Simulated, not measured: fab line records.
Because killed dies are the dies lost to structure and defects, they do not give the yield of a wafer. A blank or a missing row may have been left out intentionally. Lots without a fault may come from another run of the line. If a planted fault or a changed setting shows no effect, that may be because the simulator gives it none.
Chamber matching + flow n5 finfet + N5_BEOL_M1_DEP_57 on pecvd-03 has 3 sister chambers
The step deposits SiCN from 3MS/NH3, target thk 8 nm, time 14 s. 3 wafers are shown with their chamber, then 8 later ones without.

WAFERS WITH THEIR CHAMBER
| wafer  | chamber | throttle valve pct (%) |
|--------|---------|------------------------|
| L592.3 | 0       | 9.8                    |
| L592.6 | 2       | 8.4                    |
| L594.3 | 1       | 9.1                    |

WAFERS WITH NO CHAMBER GIVEN
| wafer  | throttle valve pct (%) |
|--------|------------------------|
| L594.4 | 8.5                    |
| L594.5 | 8.7                    |
| L607.1 | 9.0                    |
| L607.4 | 9.5                    |
| L607.5 | 9.3                    |
| L608.1 | 9.2                    |
| L608.4 | 9.5                    |
| L608.6 | 8.6                    |

THE CHAMBER EACH PASSED THROUGH
| wafer  | from the rows above     | in truth |
|--------|-------------------------|----------|
| L594.4 | 2                       | 2        |
| L594.5 | can't be placed: 2 or 1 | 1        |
| L607.1 | 1                       | 1        |
| L607.4 | can't be placed: 0 or 1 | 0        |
| L607.5 | can't be placed: 1 or 0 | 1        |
| L608.1 | 1                       | 1        |
| L608.4 | can't be placed: 0 or 1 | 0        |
| L608.6 | can't be placed: 2 or 1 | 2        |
Correctly placed: 3 of 8. From these rows, 5 cannot be placed; in 5 the true chamber is one of the candidates. Wrongly placed: 0.
How it was worked out, from the rows above alone: a wafer's distance from a chamber is the root of the sum, over the readings, of the square of ((its reading less the chamber's mean) divided by the reading's scatter). The wafer belongs to the nearest chamber; if the next one is less than 2 further off, it can't be placed. The mean given for a chamber averages the wafers shown for that chamber. The scatter (one wafer shown for each chamber): square how far every hidden wafer sits from the nearest shown wafer, average those squares and take the square root.
